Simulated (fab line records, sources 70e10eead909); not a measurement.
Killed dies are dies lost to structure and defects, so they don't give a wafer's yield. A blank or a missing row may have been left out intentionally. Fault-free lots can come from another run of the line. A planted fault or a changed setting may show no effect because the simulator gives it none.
The tool behind it: which one? | flow nand_harc | Sampling: 14 lots, 42 wafers, 6 of 1159 route steps

## WHAT EACH GAUGE READ, for each wafer
NHARC_A_SOURCE_PLATE_THK_MEAS_09: measures by ellipsometry. Usual: thk_nm 9.7 nm, standard deviation 1.
lot  | measured     | on            | thk_nm (nm)    | flag
L976 | day 9 10:32  | film_metro-01 | 8.8 8.4 10.6   |
L977 | day 9 10:32  | film_metro-02 | 9.9 9.7 7.7    |
L978 | day 9 10:32  | film_metro-02 | 8.6 10.4 8.8   |
L980 | day 9 14:02  | film_metro-01 | 7.7 12.4 9.2   |
L983 | day 9 22:38  | film_metro-01 | 9.8 8.0 11.0   |
L982 | day 9 22:39  | film_metro-02 | 8.3 10.4 9.5   |
L984 | day 10 03:31 | film_metro-02 | 10.6 9.9 9.0   |
L981 | day 10 03:31 | film_metro-01 | 9.6 9.7 9.6    |
L986 | day 10 07:23 | film_metro-02 | 8.8 9.8 8.2    |
L989 | day 10 11:04 | film_metro-02 | 11.1 10.2 11.4 |
L993 | day 11 03:44 | film_metro-01 | 9.1 9.4 11.5   |
L995 | day 11 13:30 | film_metro-01 | 8.6 9.4 10.8   |
L997 | day 11 18:15 | film_metro-02 | 10.9 10.5 10.6 |
L999 | day 12 09:29 | film_metro-01 | 8.5 10.5 7.6   |

NHARC_A_ONON_D1_THK_MEAS_08: measures by ellipsometry. Usual: thk_nm 998 nm, standard deviation 7.7.
lot  | measured     | on            | thk_nm (nm)    | flag
L976 | day 10 04:02 | film_metro-01 | 1004 1004 1001 |
L977 | day 10 04:02 | film_metro-01 | 1003 1004 1003 |
L978 | day 10 04:44 | film_metro-01 | 1011 1012 1013 |
L980 | day 10 04:23 | film_metro-02 | 986 985 986    |
L983 | day 10 14:17 | film_metro-02 | 1006 1006 1005 |
L982 | day 10 14:18 | film_metro-01 | 1002 1001 1001 |
L984 | day 10 18:43 | film_metro-02 | 1000 1001 1001 |
L981 | day 10 18:35 | film_metro-02 | 993 996 995    |
L986 | day 10 22:04 | film_metro-02 | 999 997 999    |
L989 | day 11 04:08 | film_metro-02 | 997 998 996    |
L993 | day 11 18:37 | film_metro-01 | 983 980 980    |
L995 | day 12 04:13 | film_metro-01 | 1004 1003 1003 |
L997 | day 12 08:53 | film_metro-01 | 1005 1006 1004 |
L999 | day 13 00:06 | film_metro-02 | 993 992 992    |

NHARC_A_ONON_D1_THK_MEAS_11: measures by ellipsometry. Usual: thk_nm 1002 nm, standard deviation 8.1.
lot  | measured     | on            | thk_nm (nm)    | flag
L976 | day 10 05:06 | film_metro-01 | 1005 1005 1006 |
L977 | day 10 05:05 | film_metro-02 | 1014 1014 1015 |
L978 | day 10 05:47 | film_metro-01 | 1003 1001 1002 |
L980 | day 10 05:27 | film_metro-02 | 1018 1016 1016 |
L983 | day 10 15:01 | film_metro-02 | 986 985 986    |
L982 | day 10 15:21 | film_metro-01 | 996 996 997    |
L984 | day 10 19:17 | film_metro-01 | 1005 1005 1006 |
L981 | day 10 19:08 | film_metro-02 | 1008 1008 1007 |
L986 | day 10 22:40 | film_metro-02 | 996 995 994    |
L989 | day 11 05:31 | film_metro-02 | 995 994 994    |
L993 | day 11 19:11 | film_metro-01 | 987 987 986    |
L995 | day 12 04:47 | film_metro-01 | 1010 1011 1012 |
L997 | day 12 09:26 | film_metro-01 | 1004 1005 1002 |
L999 | day 13 00:40 | film_metro-01 | 1000 1000 1001 |

NHARC_A_ONON_D1_THK_MEAS_21: measures by ellipsometry. Usual: thk_nm 1001 nm, standard deviation 11.
lot  | measured     | on            | thk_nm (nm)    | flag
L976 | day 10 14:38 | film_metro-02 | 1001 1001 1000 |
L977 | day 10 15:01 | film_metro-01 | 1006 1005 1005 |
L978 | day 10 14:59 | film_metro-01 | 987 989 988    |
L980 | day 10 14:40 | film_metro-02 | 996 997 997    |
L983 | day 11 01:19 | film_metro-02 | 987 987 986    |
L982 | day 11 02:03 | film_metro-02 | 1000 999 998   |
L984 | day 11 02:22 | film_metro-02 | 1001 1000 1001 |
L981 | day 11 01:19 | film_metro-01 | 980 980 980    |
L986 | day 11 08:53 | film_metro-01 | 1580 1016 1581 | OFF
L989 | day 11 13:55 | film_metro-01 | 1007 1572 1007 | OFF
L993 | day 12 03:25 | film_metro-02 | 1021 1018 1018 |
L995 | day 12 13:55 | film_metro-02 | 998 1000 997   |
L997 | day 12 19:40 | film_metro-02 | 1017 1016 1020 |
L999 | day 13 12:09 | film_metro-01 | 1003 1004 1002 |

NHARC_END_SORT_01. Usual: killed_at_array 29, standard deviation 11; killed_at_other 0.5, standard deviation 0.85; killed_at_periphery 3.0, standard deviation 2.3; killed_dies 33, standard deviation 12; killed_open 3.3, standard deviation 1.9; killed_short 2.0, standard deviation 1.5.
lot  | measured     | on        | killed_at_array | killed_at_other | killed_at_periphery | killed_dies | killed_open | killed_short | flag
L986 | day 26 08:21 | prober-02 | 672 40 671      | 3 1 2           | 2 1 4               | 677 42 677  | 3 6 3       | 1 4 3        | OFF
L989 | day 26 15:18 | prober-02 | 52 666 53       | 0 3 4           | 7 8 6               | 59 677 63   | 4 4 5       | 3 2 1        | OFF

## TOOL THAT RAN EACH LOT (tool first, then ch and the chambers of the sampled wafers, then the start)
lot  | NHARC_A_ONON_D1_DEP_19
L976 | pecvd_onon-03 ch 0, day 10 14:08
L977 | pecvd_onon-02 ch 0, day 10 14:30
L978 | pecvd_onon-03 ch 0, day 10 14:29
L980 | pecvd_onon-04 ch 0, day 10 14:09
L983 | pecvd_onon-02 ch 0, day 11 00:52
L982 | pecvd_onon-02 ch 0, day 11 01:41
L984 | pecvd_onon-03 ch 0, day 11 01:51
L981 | pecvd_onon-03 ch 0, day 11 00:58
L986 | pecvd_onon-03 ch 0, day 11 08:26
L989 | pecvd_onon-03 ch 0, day 11 13:25
L993 | pecvd_onon-02 ch 0, day 12 03:04
L995 | pecvd_onon-04 ch 0, day 12 13:24
L997 | pecvd_onon-04 ch 0, day 12 19:13
L999 | pecvd_onon-04 ch 0, day 13 11:37
- NHARC_A_ONON_D1_DEP_19: target thk 1000 nm.

## AS READ BY THE TOOLS THEMSELVES (means over the sampled wafers that have a number; for cases with no such wafer, the mark the record gives instead)
The record holds no such reading with a usual standard deviation.

## THE ANSWER, worked out from the rows above alone
Rule: a lot is off if the mean of its wafers that have a number lies more than 3 standard deviations from the usual mean. A lot without any number at a reading at which 4 lots or more have one is off too. All remaining lots with rows at the step are treated as sound. First the gauges in route order, then the tools' own readings, where a lot's mean is used as printed above. At the first step where some lot is off, the reading lying furthest off is the one used; lots without a number count as furthest.
Off, at NHARC_A_ONON_D1_THK_MEAS_21 on thk_nm: L986, L989.
If a tool, at a process step before that reading, ran all the lots that are off and no sound lot after the first of them, it fits. The gauges at NHARC_A_ONON_D1_THK_MEAS_21 aren't tried: what is off there is off at NHARC_END_SORT_01 too, on other tools, and a gauge's error can't cause that. One candidate fits, namely pecvd_onon-03 at NHARC_A_ONON_D1_DEP_19. A fault onset in the window from L984 (day 11 01:51, its last sound lot) to L986 (day 11 08:26, its first lot off) fits.

## WHAT WAS PUT IN BY THE SIMULATOR
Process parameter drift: pecvd_onon-03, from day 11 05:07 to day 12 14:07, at NHARC_A_ONON_D1_DEP_19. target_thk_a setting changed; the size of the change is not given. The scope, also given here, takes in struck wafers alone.
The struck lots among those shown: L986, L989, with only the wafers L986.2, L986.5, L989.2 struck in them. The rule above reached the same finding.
